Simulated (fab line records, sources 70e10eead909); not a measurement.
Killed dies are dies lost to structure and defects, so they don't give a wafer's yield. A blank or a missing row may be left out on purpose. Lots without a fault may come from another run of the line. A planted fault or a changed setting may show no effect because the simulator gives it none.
Tool commonality check | flow nand_harc | 12 lots, 36 wafers sampled

WHY IT WAS OPENED
At NHARC_P_STI_INSPECT_25 the reading raw_defect_count is flagged on 2 of 12 lots. Wafers without a fault read 226, standard deviation 110.
Rule: a lot is flagged when every wafer of it that has a number lies more than 4 standard deviations from that mean, or none has a number. The other lots count as sound.

lot  | measured    | on                | raw_defect_count, wafer by wafer | flag
L209 | day 3 23:09 | defect_inspect-01 | 239 232 657                      |
L208 | day 3 23:09 | defect_inspect-02 | 100 267 173                      |
L211 | day 4 12:41 | defect_inspect-02 | 257 263 387                      |
L210 | day 4 12:41 | defect_inspect-01 | 345 277 418                      |
L212 | day 4 21:26 | defect_inspect-02 | 173 255 129                      |
L216 | day 5 18:58 | defect_inspect-01 | 294 622 199                      |
L217 | day 6 07:05 | defect_inspect-01 | 133 194 370                      |
L219 | day 6 23:32 | defect_inspect-01 | 186 340 246                      |
L221 | day 6 23:33 | defect_inspect-02 | 1096 1213 1160                   | FLAGGED
L225 | day 7 21:46 | defect_inspect-01 | 1269 1242 1285                   | FLAGGED
L228 | day 9 03:47 | defect_inspect-02 | 221 186 113                      |
L230 | day 9 03:47 | defect_inspect-01 | 329 148 239                      |
The numbers of the flagged lots are 1211 on average: +985 against the usual, or +9 standard deviations.

WHICH TOOL RAN EACH LOT
The record holds 2 process steps before the reading, out of a route of 1159 steps. In each cell: the tool, then ch and the chambers that the sampled wafers went through, then the start.
lot  | flag    | NHARC_P_ZERO_WELL_DESCUM_39       | NHARC_P_STI_PRECLEAN_38
L209 |         | rie_diel-04 ch 1,2,3, day 2 04:20 | wet_bench-02 ch 3,5,7, day 3 15:03
L208 |         | rie_diel-12 ch 1,2,3, day 1 22:28 | wet_bench-05 ch 0,3,5, day 3 15:04
L211 |         | rie_diel-12 ch 0,1, day 2 16:11   | wet_bench-02 ch 0,2,7, day 4 04:29
L210 |         | rie_diel-04 ch 0,1,2, day 2 10:26 | wet_bench-05 ch 1,4,7, day 4 04:38
L212 |         | rie_diel-12 ch 0,1,2, day 2 22:20 | wet_bench-02 ch 4,5,7, day 4 13:25
L216 |         | rie_diel-12 ch 1,3, day 3 22:08   | wet_bench-05 ch 0,1,4, day 5 10:54
L217 |         | rie_diel-04 ch 1,2,3, day 4 04:24 | wet_bench-05 ch 0,4,5, day 5 23:08
L219 |         | rie_diel-04 ch 0,1,2, day 4 16:25 | wet_bench-02 ch 3,5,7, day 6 15:26
L221 | FLAGGED | rie_diel-04 ch 0,2,3, day 5 04:15 | wet_bench-05 ch 0,3,7, day 6 15:35
L225 | FLAGGED | rie_diel-04 ch 0,1, day 6 04:28   | wet_bench-05 ch 1,5,6, day 7 15:40
L228 |         | rie_diel-12 ch 1,3, day 6 22:03   | wet_bench-06 ch 0,4,7, day 8 14:50
L230 |         | rie_diel-09 ch 2,3, day 7 10:18   | wet_bench-06 ch 0,6,7, day 8 20:29
What these steps do:
- NHARC_P_ZERO_WELL_DESCUM_39: chemistry O2, time 3 s.
- NHARC_P_STI_PRECLEAN_38: cleans in SC1.
- NHARC_P_STI_INSPECT_25

FLAGGED OVER TOTAL, TOOL BY TOOL (the gauges that took the reading come last)
step                        | tool              | lots run | flagged | share of the flagged lots | sound lots run after its first flagged lot
NHARC_P_ZERO_WELL_DESCUM_39 | rie_diel-04       | 6        | 2       | all                       | 0
NHARC_P_ZERO_WELL_DESCUM_39 | rie_diel-09       | 1        | 0       | none                      | -
NHARC_P_ZERO_WELL_DESCUM_39 | rie_diel-12       | 5        | 0       | none                      | -
NHARC_P_STI_PRECLEAN_38     | wet_bench-02      | 4        | 0       | none                      | -
NHARC_P_STI_PRECLEAN_38     | wet_bench-05      | 6        | 2       | all                       | 0
NHARC_P_STI_PRECLEAN_38     | wet_bench-06      | 2        | 0       | none                      | -
NHARC_P_STI_INSPECT_25      | defect_inspect-01 | 7        | 1       | some                      | 1 (L230)
NHARC_P_STI_INSPECT_25      | defect_inspect-02 | 5        | 1       | some                      | 1 (L228)

WHAT THE TABLE ALLOWS
2 rows of the table ran every flagged lot: rie_diel-04 at NHARC_P_ZERO_WELL_DESCUM_39, wet_bench-05 at NHARC_P_STI_PRECLEAN_38.
- rie_diel-04 at NHARC_P_ZERO_WELL_DESCUM_39: 2 of its 6 lots flagged. Its last sound lot is L219 (day 4 16:25), its first flagged lot L221 (day 5 04:15): a fault that began between those two fits.
- wet_bench-05 at NHARC_P_STI_PRECLEAN_38: 2 of its 6 lots flagged. Its last sound lot is L217 (day 5 23:08), its first flagged lot L221 (day 6 15:35): a fault that began between those two fits.
Counting lots can't tell these 2 tools apart, because each fits a fault that began at some hour. More lots, or a look at what each step does to the wafer, might.

WHAT THE SIMULATOR HAD PUT IN
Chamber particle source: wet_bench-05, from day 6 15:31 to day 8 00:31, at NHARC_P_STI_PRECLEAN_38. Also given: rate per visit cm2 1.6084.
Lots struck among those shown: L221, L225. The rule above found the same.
